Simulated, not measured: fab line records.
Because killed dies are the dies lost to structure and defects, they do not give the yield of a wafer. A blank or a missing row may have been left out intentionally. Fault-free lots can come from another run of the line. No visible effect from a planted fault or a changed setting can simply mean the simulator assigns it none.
Problem report in the 8D (eight disciplines) form, filled by code || flow n5-finfet || the parts of the form that need people (team, actions taken, sign-off) are left out

1. PROBLEM STATEMENT
Wafers without a fault read 1500.1 rpm, standard deviation 0.96; spin-speed-rpm at N5_BEOL_M5_COAT_65 reads a mean of 1288.8 rpm on 6 wafers belonging to 2 lots. That is -99 or more standard deviations from the usual mean.
The step: time 60 s, resist thk 60 nm.
First observed at day 14 02:58: wafer L594.1, on litho-track-04. At this step, 33 wafers from 11 lots have a number in the record. The rule behind "out" and "out of limits": a value lying over 4 standard deviations away from the usual mean. The rest of the wafers with a number are treated as sound.

2. WHAT IT IS, WHAT IT ISN'T
{"question": "which readings at this step", "is": "spin-speed-rpm", "is not": "heater-power-total-W"}
{"question": "which lots", "is": "L594, L597", "is not": "L580, L581, L582, L584, L585, L586, L590, L601, L602"}
{"question": "which wafers of those lots", "is": "all that have a number", "is not": "-"}
{"question": "read on which tools", "is": "litho-track-04", "is not": "litho-track-03, litho-track-05"}
{"question": "when", "is": "from day 14 02:58", "is not": "up to then (21 sound wafers); but 6 sound wafers of L601, L602 came after"}

3. SUSPECTS, AND WHAT RULES EACH OUT
Counting: a tool at a process step up to the reading stays a suspect if it ran every lot that is out and no sound lot after the first of them.
- pecvd-03 at N5_BEOL_M4_DEP_57 (deposits SiCN from 3MS/NH3, target thk 8 nm, time 14 s): kept. Every lot that is out went through it, starting with L594 (day 13 20:23), and after that it ran no sound lot; the last sound lot it ran before then is L586 (day 10 10:23).
- litho-track-04 at N5_BEOL_M5_COAT_65 (time 60 s, resist thk 60 nm): kept. Every lot that is out went through it, starting with L594 (day 14 02:58), and after that it ran no sound lot; the last sound lot it ran before then is L586 (day 10 15:29). On those wafers its own readings are out: spin-speed-rpm.
What counting leaves: pecvd-03 at N5_BEOL_M4_DEP_57 and litho-track-04 at N5_BEOL_M5_COAT_65.

4. THE CAUSE (what the simulator had put in)
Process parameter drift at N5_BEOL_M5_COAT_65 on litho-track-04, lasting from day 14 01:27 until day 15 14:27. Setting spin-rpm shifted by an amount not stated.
Of the 2 suspects that counting leaves, this tool is one.

5. THE CHAIN OF EFFECTS, in route order
Rows list readings where the struck wafers' mean (over those with a number) sits beyond 3 standard deviations from the usual. Scope: only readings with a usual standard deviation given in the record; hours: median across lots of the time from each lot's start at the first step in this table that gives one to its start at this step; sigmas: change in usual standard deviations.
{"hours": 0, "step": "N5_BEOL_M5_COAT_65", "reading": "spin-speed-rpm", "usual": "1500.1 rpm", "on struck wafers": 1288.8, "change": -211.3, "sigmas": "-99 or more"}
Its process steps:
- N5_BEOL_M5_COAT_65: time 60 s, resist thk 60 nm.

6. WHAT WOULD HAVE CAUGHT IT SOONER
In this record no reading fell out of limits until day 14 02:58, 2 hours after the fault had begun at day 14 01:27.
